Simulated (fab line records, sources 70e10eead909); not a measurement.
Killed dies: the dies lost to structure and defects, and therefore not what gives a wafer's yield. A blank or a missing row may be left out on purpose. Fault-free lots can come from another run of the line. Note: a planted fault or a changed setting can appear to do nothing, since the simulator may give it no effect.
Matching of chambers / flow nand_harc / 3 sister chambers for NHARC_P_GATE_DEP_103 on pecvd-02
The step deposits SiON, target thk 30 nm. 6 wafers are shown with their chamber, then 7 later ones without.

## WAFERS, EACH WITH ITS CHAMBER
wafer=L486.1; chamber=1; heater_power_w (W)=813
wafer=L486.6; chamber=1; heater_power_w (W)=817
wafer=L487.1; chamber=2; heater_power_w (W)=787
wafer=L487.5; chamber=0; heater_power_w (W)=664
wafer=L497.1; chamber=2; heater_power_w (W)=813
wafer=L497.2; chamber=0; heater_power_w (W)=637

## WAFERS WHOSE CHAMBER IS MISSING
wafer=L497.6; heater_power_w (W)=793
wafer=L498.2; heater_power_w (W)=758
wafer=L498.5; heater_power_w (W)=773
wafer=L498.6; heater_power_w (W)=759
wafer=L499.1; heater_power_w (W)=818
wafer=L499.2; heater_power_w (W)=675
wafer=L499.5; heater_power_w (W)=780

## EACH ONE'S CHAMBER
wafer=L497.6; from the rows above=can't be placed: 2 or 1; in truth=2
wafer=L498.2; from the rows above=can't be placed: 2 or 1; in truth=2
wafer=L498.5; from the rows above=can't be placed: 2 or 1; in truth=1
wafer=L498.6; from the rows above=can't be placed: 2 or 1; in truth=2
wafer=L499.1; from the rows above=can't be placed: 1 or 2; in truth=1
wafer=L499.2; from the rows above=0; in truth=0
wafer=L499.5; from the rows above=can't be placed: 2 or 1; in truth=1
1 of 7 placed correctly. Can't be placed from these rows: 6 (the true chamber is among the candidates in 6). Number placed wrongly: 0.
How it was worked out, from the rows above alone: a wafer's distance from a chamber is the root of the sum, over the readings, of the square of ((its reading less the chamber's mean) divided by the reading's scatter). If the next closest chamber is less than 2 further off than the closest, the wafer can't be placed; otherwise it belongs to the closest. A chamber's mean is the mean of its shown wafers. How the scatter is found: for the shown wafers, subtract from each reading the mean of its chamber, square and add these, divide the total by (wafers less chambers), then take the root.
